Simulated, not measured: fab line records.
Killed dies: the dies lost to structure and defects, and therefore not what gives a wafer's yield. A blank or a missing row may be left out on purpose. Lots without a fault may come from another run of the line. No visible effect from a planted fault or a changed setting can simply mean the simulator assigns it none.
Lot-split experiment -- flow n5Finfet -- 21 wafers read from 7 lots, route of 1938 steps

## SPLIT DETAILS
At N5_BEOL_M3_ETCH_41 (etches SiCN in CH3F/O2, target depth 29.9 nm, time 52.5 s), the setting targetDepthA was moved away from the recipe's 299 angstrom on 8 of the 21 wafers read, by -6.8% to +12.1%. All remaining wafers had this setting at the recipe value.

The split's own step is where the reading is taken.

## THE READING
etch.depthNm (the simulator's own value, which no gauge read), in nm, at N5_BEOL_M3_ETCH_41 (etches SiCN in CH3F/O2, target depth 29.9 nm, time 52.5 s). No usual value for it is given in the file. Average 19.51 nm, standard deviation 0.56 nm, over the 13 wafers here run with the recipe.

wafer,"tool, chamber at the split","targetDepthA as run, angstrom",against the recipe,"etch.depthNm, nm",against lot-mates on the recipe
L080.1,"rieDiel-06, 3",299,recipe,20.01,-
L080.2,"rieDiel-06, 1",299,recipe,20.56,-
L080.3,"rieDiel-06, 2",299,recipe,18.92,-
L082.2,"rieDiel-03, 1",299,recipe,20.11,-
L082.3,"rieDiel-03, 3",299,recipe,19.01,-
L082.6,"rieDiel-03, 3",299,recipe,18.86,-
L085.4,"rieDiel-02, 0",299,recipe,19.38,-
L085.5,"rieDiel-02, 1,0",299,recipe,19.35,-
L085.6,"rieDiel-02, 1,0",299,recipe,19.35,-
L088.1,"rieDiel-06, 2",278.8,-6.8%,17.74,-2.30
L088.5,"rieDiel-06, 3",299,recipe,20.04,-
L088.6,"rieDiel-06, 2",278.8,-6.8%,17.83,-2.21
L094.1,"rieDiel-03, 3",299,recipe,18.9,-
L094.2,"rieDiel-03, 2",330.6,+10.6%,21.93,+3.03
L094.5,"rieDiel-03, 0",330.6,+10.6%,22.11,+3.21
L096.3,"rieDiel-03, 2",335.3,+12.1%,22.33,+3.29
L096.4,"rieDiel-03, 3",335.3,+12.1%,21.3,+2.26
L096.5,"rieDiel-03, 3",299,recipe,19.04,-
L097.3,"rieDiel-03, 1",299,recipe,20.11,-
L097.4,"rieDiel-03, 3",316,+5.7%,20.06,-0.05
L097.6,"rieDiel-03, 2",316,+5.7%,21.01,+0.90
Rows listing several chambers each stand for several wafers; the file does not say which wafer went through which chamber.

FIT RESULTS
A straight line over all 21 wafers: etch.depthNm changes by +0.217 nm for each +1% of targetDepthA; r = +0.91; the points scatter about the line by 0.54 nm.
The same after taking each lot's own level away (the mean of its wafers on the recipe; 21 wafers): +0.26 nm for each +1%; r = +0.93; scatter 0.57 nm.
According to that fit, moving targetDepthA by its largest amount changes the reading by 3.2 nm.
From 18.900 to 20.110 nm: that is the span of the lots' own levels, equal to 2.2 times the standard deviation above.
In other words, the slope is changed by the lot-to-lot level; the two fits disagree.
Check: with one of the wafers moved furthest among these (+12.1%) left out of the fit, the line predicts +2.92 nm for it against its lot-mates. It came out at +3.29 nm against them.

## ADDITIONAL SPLITS CARRIED BY THESE WAFERS
Other splits were also applied to these wafers ahead of the reading. Each is held against what the fit with the lots' levels taken away leaves over:
other split on the same wafers,wafers away from the commonest value,r with etch.depthNm (lot level and that fit taken away)
N5_BEOL_M3_EXPOSE_25 doseMj,5,+0.06
N5_BEOL_M3_TRENCH_ETCH_37 biasW,10,-0.28

## THE FILE'S OWN FIT
etch.depthNm changes by +0.25 nm for each +1% of targetDepthA, r = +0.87.
